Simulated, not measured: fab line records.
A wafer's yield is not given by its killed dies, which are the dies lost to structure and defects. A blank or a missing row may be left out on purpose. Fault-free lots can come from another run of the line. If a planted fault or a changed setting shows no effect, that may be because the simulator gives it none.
Problem report, 8D (eight disciplines) form, completed by code | flow n5-finfet | the parts of the form that need people (team, actions taken, sign-off) are left out

== 1. WHAT WENT WRONG ==
REXT_P at N5_BEOL_M4_RC_MEAS_101 reads a mean of 158.7 ohm.um on 5 wafers of 3 lots; wafers without a fault read 100.2 ohm.um with a standard deviation of 1.8. Measured from the usual mean, that is +32 standard deviations.
First observed at day 9 04:07: wafer L828.3, on prober-01. Wafers with a number at this step in the record: 23, from 8 lots. The rule behind "out" and "out of limits": a value lying over 4 standard deviations away from the usual mean. Any other wafer with a number is counted as sound.

== 2. WHAT IT IS AND WHAT IT IS NOT ==
question                    | is                                     | is not
which readings at this step | REXT_P, ION_P                          | -
which lots                  | L828, L829, L830                       | L837, L839, L840, L841, L842
which wafers of those lots  | L828.3, L828.5, L829.3, L830.3, L830.5 | L828.6, L829.4, L829.6
read on which gauges        | prober-01                              | prober-02
when                        | from day 9 04:07                       | up to then (1 sound wafer); but 17 sound wafers of L829, L837, L839, L840, L841, L842 came after

== 3. WHAT RULES OUT EACH SUSPECT ==
Counting: if a tool at a process step up to the reading ran every lot that is out, it stays a suspect. Sound lots after the first of them don't rule it out here, since some wafers of a struck lot are sound.
- the gauge at N5_BEOL_M4_RC_MEAS_101: kept. All the wafers that are out were read on prober-01, and no step on other tools shows them out.
- ald-sin-01 at N5_SPACER0_ALD_00 (deposits SiOCN, target thk 3.5 nm, pulse time 3 s, purge time 2 s): kept. It ran every lot that is out, first L828 (day 4 05:29).
- ald-sin-01 at N5_SPACER0_ALD_08 (deposits SiNx, target thk 2 nm): kept. It ran every lot that is out, first L828 (day 4 05:44).
Still standing after the count: ald-sin-01 at N5_SPACER0_ALD_00, ald-sin-01 at N5_SPACER0_ALD_08, prober-01 at N5_BEOL_M4_RC_MEAS_101.

== 4. THE CAUSE (what the simulator had put in) ==
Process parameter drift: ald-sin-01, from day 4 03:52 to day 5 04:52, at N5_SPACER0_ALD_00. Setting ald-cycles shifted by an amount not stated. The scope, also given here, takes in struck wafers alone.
Counting left 3 suspects, and this tool is among them.

== 5. SEQUENCE OF EFFECTS, ordered by route ==
One row per reading whose mean, taken over the struck wafers that have a number, lies over 3 standard deviations from the usual. Readings are gone through only where the record gives a usual standard deviation; hours: the median, over the lots, of the time from a lot's start at the first step in this table giving one to that lot's start at this step; sigmas: the change measured in usual standard deviations.
hours | step                    | reading          | usual        | on struck wafers | change | sigmas
0     | N5_BEOL_M4_RC_MEAS_101  | DIBL_P           | 36.6 mV/V    | 29.0             | -7.6   | -4.0
0     | N5_BEOL_M4_RC_MEAS_101  | IOFF_P           | 0.21 nA/um   | 0.08             | -0.13  | -3.9
0     | N5_BEOL_M4_RC_MEAS_101  | IOFF_P_85C       | 3.7 nA/um    | 1.7              | -2.0   | -4.2
0     | N5_BEOL_M4_RC_MEAS_101  | IOFF_P_LIN       | 0.100 nA/um  | 0.047            | -0.053 | -4.1
0     | N5_BEOL_M4_RC_MEAS_101  | ION_P            | 460 uA/um    | 398              | -62    | -7.0
0     | N5_BEOL_M4_RC_MEAS_101  | REXT_P           | 100.2 ohm.um | 158.7            | +58.5  | +32
0     | N5_BEOL_M4_RC_MEAS_101  | VT_P             | -250 mV      | -268             | -18    | -5.5
0     | N5_BEOL_M4_RC_MEAS_101  | VT_P_LVT         | -99 mV       | -116             | -17    | -5.1
93    | N5_PASSIVATION_PROBE_49 | sort_bin_8_speed | 0.00 %       | 90.41            | +90.41 | +99 or more
93    | N5_PASSIVATION_PROBE_49 | sort-n-pass      | 1076         | 0                | -1076  | -57
93    | N5_PASSIVATION_PROBE_49 | sort-yield-pct   | 91.2 %       | 0.0              | -91.2  | -57
Here are the process steps it includes:
- N5_PASSIVATION_PROBE_49
Readings that are blank on the struck wafers while sound wafers have them: RS_SD_N at N5_SD_ACTIVATION_RS_MEAS_03; CJ_N at N5_BEOL_M4_RC_MEAS_101; DIBL_N at N5_BEOL_M4_RC_MEAS_101; EOT_N at N5_BEOL_M4_RC_MEAS_101; IGATE_N at N5_BEOL_M4_RC_MEAS_101; IOFF_N at N5_BEOL_M4_RC_MEAS_101; IOFF_N_85C at N5_BEOL_M4_RC_MEAS_101; IOFF_N_LIN at N5_BEOL_M4_RC_MEAS_101; and 10 more.

== 6. WHAT WOULD HAVE CAUGHT IT SOONER ==
In this record the first reading out of limits at a measuring or inspecting step was taken at day 9 04:07, 120 hours after the fault began at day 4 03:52.
Between N5_SPACER0_ALD_00 and N5_BEOL_M4_RC_MEAS_101, N5_SD_ACTIVATION_RS_MEAS_03 gave no RS_SD_N on the struck wafers, where sound wafers have one: a measuring or inspecting step that comes back empty is itself a sign.
No tool reading at N5_SPACER0_ALD_00 that has a usual standard deviation in the record was out on any struck wafer, so an alarm limit of 4 standard deviations on those readings would not have fired.
The start of N5_SPACER0_ALD_00 on ald-sin-01 came by day 9 04:07 for every one of the lots that are out (3). None of them would have been spared by holding the tool at that moment.
